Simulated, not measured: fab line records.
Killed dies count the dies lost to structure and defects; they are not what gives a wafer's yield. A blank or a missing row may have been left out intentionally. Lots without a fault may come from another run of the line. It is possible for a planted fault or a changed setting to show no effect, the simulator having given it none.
fab line records	flow nandHarc
[record] lots = 12	wafers = 36	lastDay = 33
route steps=1302 shown P_GATE@190 END@1302
lots that met no fault: from a run of the same line without faults
startH: hours from the record's opening day to when the first of the lot's shown wafers began	waitH: time in hours since the lot's previous step	" the same as in the row above	L1.1+2: one row covering several wafers at once	- no value, or no start was given	* or withheld: withheld	< > ~ a bound
route shown NAME@n: NAME is a module with steps in the file, n the number in the route of the first one	usual: average and standard deviation across the fault-free wafers	same: alike in all rows	chamber/n: place in a boat	sites: the reading at each site	_std_site: standard deviation of those values	_edge_site: mean of outer sites minus mean of inner sites	radiusMm: for every site, how far away it sits from the centre of the wafer	mask NAME#n: copy n	behind: tool/chamber where the wafer was last shaped	hold: reason for holding the lot/hours on hold/outcome of the hold	device: whichever transistor did not switch (one of n, p or np)	end of line: the tests these same wafers got at the end of their route	a step without rows: its recipe alone	killed: dies that structure and defects cost at the first sort, which is not the same as the wafer's yield	map: a wafer's dies, x killed, . not, _ none there
set.NAME: setting as actually run; set.NAME@STEP: the setting as run at that earlier step	model.NAME: the simulator's own value behind a step, which no gauge read
one table for each step of the route and one row for each wafer, over a sample of lots
services: the hour from which a tool's chamber was out of use, counted from the record's first day as startH (under 0 if before that day), plus the number of hours and why
[[steps]]
[step NHARC_P_GATE_STRIP_76]
[recipe] powerW = 1500	tempC = 250	chemistry = O2
[usual] drypumpMotorCurrentA = 6.0/0.35	heaterPowerW = 320/22
lot.wafer	tool	chamber	startH	waitH	drypumpMotorCurrentA	heaterPowerW	rfHoursCounterH
L585.1	plasmaAsher-01	0	105.51	0.2	6.2	338	22
L585.3	"	0	"	"	6.2	337	-
L585.5	"	0	"	"	6.2	335	-
L587.1	plasmaAsher-02	1	135.47	0.2	5.5	271	9
L587.3	"	0	"	"	6.4	322	-
L587.4	"	1	"	"	5.6	279	-
L591.1	plasmaAsher-02	0	167.96	0.2	6.4	322	17
L591.4	"	1	"	"	5.5	277	-
L591.5	"	1	"	"	5.5	276	-
L596.2	plasmaAsher-01	1	223.07	0.2	5.7	335	10
L596.3	"	0	"	"	6.2	327	-
L596.6	"	0	"	"	6.2	323	-
L598.2	plasmaAsher-02	0	241.43	0.2	6.4	322	32
L598.1	"	1	"	"	5.5	278	32
L598.6	"	1	"	"	5.5	272	-
L599.1	plasmaAsher-01	1	263.36	0.2	5.7	334	18
L599.3	"	0	"	"	6.2	325	-
L599.5	"	0	"	"	6.2	333	-
L600.3	plasmaAsher-01	1	263.89	0.1	5.7	329	-
L600.5	"	0	"	"	6.2	334	-
L600.6	"	1	"	"	5.7	339	-
L602.4	plasmaAsher-02	1	288.14	0.2	5.5	281	-
L602.5	"	1	"	"	5.5	279	-
L602.6	"	0	"	"	6.4	332	-
L603.4	plasmaAsher-01	1	288.34	0.1	5.7	342	-
L603.6	"	0	"	"	6.2	331	-
L603.5	"	1	"	"	5.7	337	-
L604.1	plasmaAsher-01	1	306.24	0.2	5.7	339	27
L604.4	"	0	"	"	6.2	327	-
L604.5	"	0	"	"	6.2	340	-
L607.1	plasmaAsher-01	0	327.30	0.2	6.2	335	32
L607.4	"	0	"	"	6.2	332	-
L607.6	"	1	"	"	5.7	330	-
L608.1	plasmaAsher-02	1	345.99	0.2	5.5	280	18
L608.4	"	1	"	"	5.5	282	-
L608.3	"	0	"	"	6.4	336	-
[step NHARC_P_GATE_EXPOSE_88]
[recipe] na = 0.6	targetCdNm = 2000	doseMj = 11.87	maskId = P_HVN
lot.wafer	tool	chamber	startH	waitH	mask
L585.1+3+5	krfScanner-01	0	106.27	-	P_HVN#0
L587.1+3+4	krfScanner-02	0	136.23	-	P_HVN_R1#0
L591.1+4+5	krfScanner-01	0	168.71	-	P_HVN#0
L596.2+3+6	krfScanner-03	0	223.82	-	P_HVN#0
L598.1+2+6	krfScanner-02	0	242.19	-	P_HVN#0
L599.1+3+5	krfScanner-02	0	264.00	-	P_HVN#0
L600.3+5+6	krfScanner-02	0	264.50	-	P_HVN#0
L602.4+5+6	krfScanner-01	0	288.89	-	P_HVN#0
L603.4+5+6	krfScanner-03	0	289.08	-	P_HVN#0
L604.1+4+5	krfScanner-02	0	307.00	-	P_HVN#0
L607.1+4+6	krfScanner-02	0	327.94	-	P_HVN#0
L608.1+3+4	krfScanner-02	0	346.63	-	P_HVN#0
[step NHARC_P_GATE_CD_MEAS_91]
[recipe] targetCdNm = 2000	landingEnergyEv = 500
[usual] cdNm = 2001.0/2.4
lot.wafer	tool	chamber	startH	waitH	cdNm
L585.1	cdSem-02	0	106.43	-	2001.4
L585.3	"	0	"	"	2002.6
L585.5	"	0	"	"	1997.0
L587.1	cdSem-03	0	136.38	-	1970.0
L587.3	"	0	"	"	1966.0
L587.4	"	0	"	"	1969.9
L591.1	cdSem-02	0	168.87	-	2002.0
L591.4	"	0	"	"	2000.7
L591.5	"	0	"	"	2001.3
L596.2	cdSem-03	0	223.98	-	2000.2
L596.3	"	0	"	"	2002.9
L596.6	"	0	"	"	2000.6
L598.1	cdSem-03	0	242.35	-	2003.6
L598.2	"	0	"	"	2000.4
L598.6	"	0	"	"	2003.0
L599.1	cdSem-02	0	264.15	-	2001.7
L599.3	"	0	"	"	2004.8
L599.5	"	0	"	"	2001.0
L600.3	cdSem-03	0	264.65	-	1999.5
L600.5	"	0	"	"	2001.2
L600.6	"	0	"	"	2000.0
L602.4	cdSem-03	0	289.04	-	2001.0
L602.5	"	0	"	"	2002.5
L602.6	"	0	"	"	2001.6
L603.4	cdSem-01	0	289.23	-	2001.8
L603.5	"	0	"	"	2000.6
L603.6	"	0	"	"	2001.9
L604.1	cdSem-01	0	307.16	-	1999.0
L604.4	"	0	"	"	1999.9
L604.5	"	0	"	"	2002.5
L607.1	cdSem-02	0	328.10	-	2003.4
L607.4	"	0	"	"	2002.0
L607.6	"	0	"	"	1997.8
L608.1	cdSem-02	0	346.78	-	2003.2
L608.3	"	0	"	"	2001.5
L608.4	"	0	"	"	2002.3
[step NHARC_P_GATE_DESCUM_93]
[recipe] timeS = 3	o2FlowSccm = 200	arFlowSccm = 0	biasPowerW = 0	chemistry = O2
[usual] drypumpMotorCurrentA = 5.6/0.57	oesProductAu = 1.001/0.015	rfVppV = 58.2/0.82	showerheadPlenumPTorr = 2.00/0.068	throttleValvePct = 11.311/0.0077
lot.wafer	tool	chamber	startH	waitH	drypumpMotorCurrentA	oesProductAu	rfHoursCounterH	rfVppV	showerheadPlenumPTorr	throttleValvePct
L585.3	rieDiel-11	0	106.60	-	5.6	0.996	0.7	57.5	1.93	11.316
L585.1	"	3	"	"	5.5	1.018	0.7	58.8	2.04	11.305
L585.5	"	0	"	"	5.6	0.993	-	56.8	1.93	11.316
L587.1	rieDiel-04	1	136.54	-	4.7	0.991	5.9	58.0	2.05	11.330
L587.4	"	3	"	"	6.3	1.020	7.6	60.0	2.04	11.308
L587.3	"	0	"	"	5.4	0.990	7.1	59.5	2.06	11.301
L591.4	rieDiel-11	2	169.03	-	6.7	0.996	3.6	59.1	1.87	11.321
L591.1	"	0	"	"	5.6	0.972	3.7	58.7	1.93	11.330
L591.5	"	3	"	"	5.5	1.000	-	58.1	2.04	11.317
L596.2	rieDiel-04	2	224.15	-	5.8	0.994	2.8	57.8	2.03	11.319
L596.3	"	3	"	"	6.3	0.999	2.6	58.1	2.03	11.310
L596.6	"	1	"	"	4.7	0.988	-	58.5	2.05	11.307
L598.1	rieDiel-03	1	242.52	-	6.2	0.989	6.8	56.8	1.81	11.299
L598.2	"	3	"	"	5.7	0.997	7.1	58.8	2.05	11.315
L598.6	"	0	"	"	5.2	1.032	-	58.7	2.02	11.315
L599.1	rieDiel-04	3	264.32	-	6.3	0.998	5.4	57.4	2.03	11.312
L599.3	"	1	"	"	4.7	0.976	5.2	57.6	2.05	11.312
L599.5	"	0	"	"	5.4	1.004	-	58.7	2.06	11.312
L600.3	rieDiel-11	1	264.82	-	4.9	1.001	0	58.6	1.98	11.309
L600.6	"	3	"	"	5.5	1.012	-	59.0	2.04	11.309
L600.5	"	1	"	"	4.9	0.990	-	56.9	1.98	11.311
L602.4	rieDiel-11	3	289.20	-	5.5	1.012	1.8	57.8	2.04	11.299
L602.5	"	2	"	"	6.5	0.990	-	59.2	1.87	11.319
L602.6	"	3	"	"	5.5	1.013	-	58.8	2.04	11.307
L603.4	rieDiel-11	2	289.42	-	6.6	0.996	1.8	57.9	1.87	11.334
L603.6	"	3	"	"	5.5	1.010	-	57.7	2.04	11.313
L603.5	"	0	"	"	5.6	1.020	-	58.9	1.93	11.319
L604.1	rieDiel-03	0	307.33	-	5.2	1.006	0.3	58.4	2.02	11.312
L604.4	"	1	"	"	6.2	0.996	0.3	57.2	1.81	11.312
L604.5	"	3	"	"	5.7	0.982	-	57.8	2.05	11.314
L607.4	rieDiel-04	0	328.27	-	5.4	1.022	10.6	59.3	2.06	11.301
L607.1	"	3	"	"	6.3	0.996	10.5	56.3	2.03	11.320
L607.6	"	0	"	"	5.4	1.017	-	58.0	2.06	11.310
L608.1	rieDiel-11	1	346.94	-	4.9	1.006	4.7	57.6	1.98	11.318
L608.4	"	3	"	"	5.5	1.022	4.1	58.4	2.04	11.293
L608.3	"	0	"	"	5.6	1.008	3.2	56.6	1.93	11.316
[step NHARC_P_GATE_RTA_64]
[recipe] tempC = 1050	timeS = 1
[usual] lampPowerPct = 35.7/1.8	lamp_zone_3_pct = 35.7/1.8	wafer_temp_C_max = 1056.5/2.2
lot.wafer	tool	chamber	startH	waitH	lampPowerPct	lamp_zone_3_pct	wafer_temp_C_max
L585.1	rtpAnneal-02	0	108.27	-	37.2	37.2	1053.8
L585.3	"	0	"	"	37.2	37.2	1056.5
L585.5	"	0	"	"	37.2	37.3	1054.3
L587.1	rtpAnneal-02	0	138.19	-	37.2	37.2	1053.1
L587.3	"	0	"	"	37.2	37.2	1054.5
L587.4	"	0	"	"	37.2	37.2	1054.2
L591.1	rtpAnneal-02	0	170.66	-	37.3	37.3	1054.1
L591.4	"	0	"	"	37.2	37.2	1054.2
L591.5	"	0	"	"	37.2	37.2	1055.9
L596.2	rtpAnneal-02	0	225.82	-	37.2	37.2	1053.2
L596.3	"	0	"	"	37.2	37.2	1054.5
L596.6	"	0	"	"	37.3	37.2	1054.7
L598.1	rtpAnneal-01	0	244.18	-	33.7	33.7	1058.5
L598.2	"	0	"	"	33.7	33.7	1059.5
L598.6	"	0	"	"	33.7	33.7	1056.4
L599.1	rtpAnneal-02	0	265.96	-	37.2	37.3	1055.1
L599.3	"	0	"	"	37.2	37.2	1055.5
L599.5	"	0	"	"	37.2	37.3	1055.0
L600.3	rtpAnneal-01	0	266.61	-	33.7	33.7	1057.6
L600.5	"	0	"	"	33.7	33.7	1058.3
L600.6	"	0	"	"	33.7	33.7	1060.0
L602.4	rtpAnneal-02	0	290.93	-	37.2	37.2	1054.0
L602.5	"	0	"	"	37.3	37.2	1055.9
L602.6	"	0	"	"	37.2	37.2	1055.7
L603.4	rtpAnneal-01	0	291.11	-	33.7	33.6	1059.2
L603.5	"	0	"	"	33.6	33.6	1056.6
L603.6	"	0	"	"	33.7	33.7	1057.0
L604.1	rtpAnneal-01	0	308.97	-	33.7	33.7	1059.1
L604.4	"	0	"	"	33.7	33.8	1060.0
L604.5	"	0	"	"	33.7	33.7	1057.9
L607.1	rtpAnneal-01	0	329.95	-	33.6	33.6	1059.9
L607.4	"	0	"	"	33.6	33.6	1060.7
L607.6	"	0	"	"	33.6	33.6	1058.4
L608.1	rtpAnneal-01	0	348.59	-	33.7	33.6	1059.9
L608.3	"	0	"	"	33.7	33.7	1060.0
L608.4	"	0	"	"	33.7	33.6	1058.2
[step NHARC_END_SORT_01]
[recipe] tempC = 25
[usual] killedAtArray = 64/20	killedAtOther = 0.7/1.1	killedAtPeriphery = 3.6/2.7	killedDies = 68/20	killedOpen = 2.8/1.9	killedShort = 2.3/1.5
[same] grossDies = 677
lot.wafer	tool	chamber	startH	waitH	killedAtArray	killedAtOther	killedAtPeriphery	killedDies	killedOpen	killedShort
L598.1	prober-01	0	696.64	2.5	38	0	9	47	1	1
L598.2	prober-01	0	697.44	2.8	43	0	12	55	3	3
L598.6	prober-01	0	700.65	4.0	49	2	7	58	4	2
L599.1	prober-02	0	730.63	2.5	85	1	2	88	9	2
L599.3	prober-02	0	732.24	3.1	68	0	0	68	1	1
L599.5	prober-02	0	733.85	3.7	83	0	1	84	3	6
L603.4	prober-02	0	748.42	3.4	61	0	2	63	0	0
L603.5	prober-02	0	749.23	3.7	58	1	13	72	4	5
L603.6	prober-02	0	750.03	4.0	56	0	8	64	7	0
L602.4	prober-01	0	748.42	3.4	91	0	3	94	3	2
L602.5	prober-01	0	749.22	3.7	84	3	8	95	9	3
L602.6	prober-01	0	750.02	4.0	80	1	4	85	1	0
L604.1	prober-01	0	762.14	2.5	65	0	4	69	3	5
L604.4	prober-01	0	764.56	3.4	69	1	9	79	6	3
L604.5	prober-01	0	765.37	3.7	53	0	6	59	1	3
// killed by level:class
L598.1 A_CHANNEL_HOLE_D1:chamberFilmFlake=30 P_STI:chamberFilmFlake=4 A_STAIRCASE:chamberFilmFlake=4 P_ZERO_WELL:chamberFilmFlake=3 A_CONTACT:chamberFilmFlake=2 P_CONTACT:geometricParticle:short=1 A_ONON_D1:geometricParticle:open=1 P_CONTACT:chamberFilmFlake=1
L598.2 A_CHANNEL_HOLE_D1:chamberFilmFlake=29 P_CONTACT:chamberFilmFlake=5 P_STI:chamberFilmFlake=4 A_CONTACT:chamberFilmFlake=4 A_SLIT:chamberFilmFlake=2 A_CHANNEL_FILL_D2:chamberFilmFlake=2 P_GATE:geometricParticle:short=1 P_M0:geometricParticle:short=1
L598.6 A_CHANNEL_HOLE_D1:chamberFilmFlake=27 A_SLIT:chamberFilmFlake=5 A_CONTACT:chamberFilmFlake=5 A_CHANNEL_HOLE_D2:chamberFilmFlake=4 A_CHANNEL_FILL_D2:chamberFilmFlake=3 P_ZERO_WELL:chamberFilmFlake=2 P_GATE:geometricParticle:open=1 P_M0:geometricParticle:short=1
L599.1 A_CHANNEL_HOLE_D1:chamberFilmFlake=31 A_CHANNEL_HOLE_D2:chamberFilmFlake=24 A_CONTACT:chamberFilmFlake=8 A_SLIT:chamberFilmFlake=6 A_STAIRCASE:chamberFilmFlake=3 A_CHANNEL_FILL_D2:geometricParticle:open=2 A_WL_FILL:chamberFilmFlake=2 P_STI:geometricParticle:short=1
L599.3 A_CHANNEL_HOLE_D1:chamberFilmFlake=27 A_CHANNEL_HOLE_D2:chamberFilmFlake=25 A_CONTACT:chamberFilmFlake=5 A_SLIT:chamberFilmFlake=3 A_DECK1_JOINT:chamberFilmFlake=3 A_STAIRCASE:chamberFilmFlake=2 A_CHANNEL_FILL_D2:geometricParticle:open=1 A_SGD_CUT:geometricParticle:short=1
L599.5 A_CHANNEL_HOLE_D1:chamberFilmFlake=39 A_CHANNEL_HOLE_D2:chamberFilmFlake=25 A_SLIT:chamberFilmFlake=7 A_ONON_D1:geometricParticle:short=2 A_CHANNEL_FILL_D2:geometricParticle:short=2 A_CONTACT:chamberFilmFlake=2 P_M1:geometricParticle:open=1 A_CHANNEL_HOLE_D1:geometricParticle:open=1
L603.4 A_SLIT:chamberFilmFlake=35 A_CHANNEL_HOLE_D1:chamberFilmFlake=13 A_STAIRCASE:chamberFilmFlake=7 A_CONTACT:chamberFilmFlake=4 P_ZERO_WELL:chamberFilmFlake=1 P_M1:chamberFilmFlake=1 A_ZERO_WELL:chamberFilmFlake=1 A_CHANNEL_FILL_D2:chamberFilmFlake=1
L602.4 A_CHANNEL_HOLE_D1:chamberFilmFlake=33 A_CHANNEL_HOLE_D2:chamberFilmFlake=26 A_CONTACT:chamberFilmFlake=14 A_SLIT:chamberFilmFlake=8 A_STAIRCASE:chamberFilmFlake=4 A_CHANNEL_FILL_D2:geometricParticle:open=2 P_GATE:chamberFilmFlake=2 A_CHANNEL_FILL_D1:geometricParticle:short=1
L602.5 A_CHANNEL_HOLE_D2:chamberFilmFlake=34 A_CHANNEL_HOLE_D1:chamberFilmFlake=33 A_CONTACT:chamberFilmFlake=5 HYBRID_BOND:chamberFilmFlake=3 P_M0:geometricParticle:open=2 A_WL_FILL:geometricParticle:open=2 P_GATE:chamberFilmFlake=2 A_STAIRCASE:chamberFilmFlake=2
L603.5 A_SLIT:chamberFilmFlake=30 A_STAIRCASE:chamberFilmFlake=10 A_CHANNEL_HOLE_D1:chamberFilmFlake=9 P_M1:chamberFilmFlake=5 A_CONTACT:chamberFilmFlake=4 P_CONTACT:geometricParticle:short=2 P_GATE:chamberFilmFlake=2 P_M1:geometricParticle:short=1
L602.6 A_CHANNEL_HOLE_D1:chamberFilmFlake=32 A_CHANNEL_HOLE_D2:chamberFilmFlake=32 A_CONTACT:chamberFilmFlake=10 A_SLIT:chamberFilmFlake=4 P_STI:chamberFilmFlake=2 A_STAIRCASE:chamberFilmFlake=2 STARTING-WAFER:geometricParticle:open=1 P_ZERO_WELL:chamberFilmFlake=1
L603.6 A_SLIT:chamberFilmFlake=25 A_CHANNEL_HOLE_D1:chamberFilmFlake=8 A_STAIRCASE:chamberFilmFlake=8 A_CONTACT:chamberFilmFlake=7 P_ZERO_WELL:chamberFilmFlake=4 A_CHANNEL_FILL_D2:geometricParticle:open=2 P_GATE:chamberFilmFlake=2 P_CONTACT:geometricParticle:open=1
L604.1 A_SLIT:chamberFilmFlake=33 A_CHANNEL_HOLE_D1:chamberFilmFlake=11 A_CHANNEL_FILL_D1:chamberFilmFlake=4 A_STAIRCASE:chamberFilmFlake=4 A_CONTACT:chamberFilmFlake=4 A_WL_FILL:geometricParticle:short=2 P_STI:geometricParticle:short=1 P_M0:geometricParticle:short=1
L604.4 A_SLIT:chamberFilmFlake=32 A_CHANNEL_HOLE_D1:chamberFilmFlake=19 A_CONTACT:chamberFilmFlake=3 A_M0:geometricParticle:open=2 P_GATE:chamberFilmFlake=2 P_M0:chamberFilmFlake=2 A_CHANNEL_HOLE_D2:chamberFilmFlake=2 A_STAIRCASE:chamberFilmFlake=2
L604.5 A_SLIT:chamberFilmFlake=29 A_CHANNEL_HOLE_D1:chamberFilmFlake=8 A_STAIRCASE:chamberFilmFlake=5 A_CONTACT:chamberFilmFlake=5 P_M0:chamberFilmFlake=4 P_M1:chamberFilmFlake=2 A_CHANNEL_HOLE_D1:geometricParticle:short=1 A_CONTACT:geometricParticle:open=1
[[services]]
tool	chamber	startH	hours	kind
krfScanner-02	-	94.00	4.0	pm
rieDiel-04	2	97.85	4.3	repair
rieDiel-04	1	98.43	14.1	repair
rieDiel-11	2	100.91	7.7	repair
rieDiel-04	1	123.77	11.1	repair
krfScanner-01	-	128.93	16.4	repair
rieDiel-04	1	144.64	26.8	repair
rieDiel-11	3	152.50	3.1	repair
plasmaAsher-01	-	165.08	9.0	pm
rieDiel-11	-	167.54	1.1	repair
rieDiel-04	-	177.90	9.0	pm
rieDiel-11	1	179.31	1.3	repair
rieDiel-04	-	227.89	0.5	repair
rieDiel-11	3	240.03	13.1	repair
plasmaAsher-02	-	249.19	9.0	pm
rieDiel-11	0	249.90	33.1	repair
plasmaAsher-01	-	255.46	1.1	repair
rieDiel-11	-	255.50	9.0	pm
krfScanner-02	-	257.24	0.4	repair
krfScanner-02	-	266.00	4.0	pm
krfScanner-02	-	283.32	0.4	repair
krfScanner-02	-	291.04	0.5	repair
plasmaAsher-01	-	342.08	9.0	pm
plasmaAsher-02	-	342.22	1.7	repair
[[key]]
[firstSign] step = NHARC_P_GATE_EXPOSE_88	reading = mask	direction = changed
[effect] step = NHARC_P_GATE_CD_MEAS_91	reading = cdNm	direction = down	sigmas = 13	usual = 2001.0	struck = 1968.6
metAt NHARC_P_GATE_EXPOSE_88
struckLots L587
testerLeftOut L587
notActingAt NHARC_P_GATE_STRIP_76,NHARC_P_GATE_DESCUM_93,NHARC_P_GATE_RTA_64
[fault] kind = wrongMask	tool = any	chamber = -	onsetH = 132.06	steps = NHARC_P_GATE_EXPOSE_88	auxCopy = P_HVN_R1#0	cdOffsetNm = -30.213	scope = struckLotsOnly
// testerLeftOut: of these lots the tester's yield and bins aren't shown, on N5 and GAA mostly nor the transistor test; their killed dies are dies lost to structure and defects alone, not to doping, threshold or leakage, so they don't give the yield
